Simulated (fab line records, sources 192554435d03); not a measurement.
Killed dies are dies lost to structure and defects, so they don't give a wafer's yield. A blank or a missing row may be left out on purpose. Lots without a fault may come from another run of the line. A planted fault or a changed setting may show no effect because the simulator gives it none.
One fault seen from 2 desks | flow n5_finfet | each desk has only its own numbers; what lay behind them comes last

THE METROLOGY DESK
What the gauges read, lot by lot, whatever tool the lot ran on: means of the sampled wafers that have a number. A lot is out of limits, marked OUT, if its mean lies more than 4 standard deviations from the usual mean; the brackets give that distance. Of its 10 readings 7 are shown: those that lie furthest out on some lot.
Columns: A = IOFF_N at N5_BEOL_M4_RC_MEAS_101, usual 0.17 nA/um; B = IOFF_P at N5_BEOL_M4_RC_MEAS_101, usual 0.22 nA/um; C = ION_N at N5_BEOL_M4_RC_MEAS_101, usual 673 uA/um; D = ION_P at N5_BEOL_M4_RC_MEAS_101, usual 462 uA/um; E = SS_N at N5_BEOL_M4_RC_MEAS_101, usual 71.7 mV/dec; F = VT_N at N5_BEOL_M4_RC_MEAS_101, usual 250 mV; G = VT_P at N5_BEOL_M4_RC_MEAS_101, usual -250 mV
lot  | first seen here | A    | B    | C   | D   | E    | F   | G
L520 | day 9 12:34     | 0.15 | 0.18 | 665 | 453 | 71.5 | 252 | -254
L519 | day 9 22:57     | 0.12 | 0.16 | 648 | 445 | 71.0 | 257 | -253
L522 | day 10 08:27    | 0.15 | 0.21 | 672 | 466 | 71.7 | 250 | -248
L521 | day 10 17:32    | 0.21 | 0.24 | 678 | 462 | 72.7 | 247 | -251
L524 | day 10 22:20    | 0.17 | 0.27 | 670 | 472 | 72.0 | 248 | -244
L535 | day 13 12:33    | 0.14 | 0.18 | 675 | 460 | 71.0 | 252 | -251
L536 | day 13 14:30    | 0.17 | 0.26 | 680 | 468 | 71.5 | 249 | -248
L537 | day 14 18:44    | 0.17 | 0.23 | 677 | 465 | 71.9 | 249 | -252
L538 | day 15 19:44    | 0.15 | 0.19 | 674 | 458 | 71.8 | 250 | -253
This desk's finding: nothing out of limits on any of the 9 lots.

THE TOOL OWNER'S DESK: rie_si-01
The tool's own readings at N5_BEOL_M0_SAQP_ETCH_102 (etches SiO2 in CF4, target depth 4 nm, time 4.4 s): means of the sampled wafers that have a number, for each lot that ran on this tool. A lot is out of limits, marked OUT, if its mean lies more than 4 standard deviations from the usual mean; the brackets give that distance.
Columns: A = drypump_motor_current_A at N5_BEOL_M0_SAQP_ETCH_102, usual 5.7 A; B = oes_product_au at N5_BEOL_M0_SAQP_ETCH_102, usual 0.988 a.u.; C = throttle_valve_pct at N5_BEOL_M0_SAQP_ETCH_102, usual 21.63 %
lot  | first seen here | A   | B                | C
L519 | day 6 11:10     | 5.5 | 0.990            | 21.52
L520 | day 6 19:26     | 5.5 | 0.983            | 21.52
L521 | day 7 04:42     | 5.8 | 1.160 (+6.9) OUT | 21.50
L522 | day 7 08:20     | 5.8 | 1.227 (+9.6) OUT | 21.59
L524 | day 7 22:26     | 5.9 | 1.151 (+6.5) OUT | 21.54
L535 | day 10 08:58    | 5.7 | 0.980            | 21.48
L537 | day 11 06:35    | 5.8 | 0.982            | 21.44
This desk's finding: out of limits on L521, L522, L524; first on L521, day 7 04:42 (oes_product_au at N5_BEOL_M0_SAQP_ETCH_102). In limits: L519, L520, L535, L537.

PUT TOGETHER
The tool owner's desk could have raised an alarm at day 7 04:42, on L521, L522, L524.
The metrology desk saw nothing out of limits.
The metrology desk has L521, L522, L524 on record, within its limits.
Of the lots named, all ran N5_BEOL_M0_SAQP_ETCH_102 on rie_si-01.

WHAT THE SIMULATOR HAD PUT IN
Process parameter drift: rie_si-01, from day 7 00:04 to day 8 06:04, at N5_BEOL_M0_SAQP_ETCH_102. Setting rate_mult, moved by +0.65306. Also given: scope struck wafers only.
Lots struck among those shown: L521, L522, L524.
Hours from the fault's start to each desk's first reading out of limits: the tool owner's desk, 5.
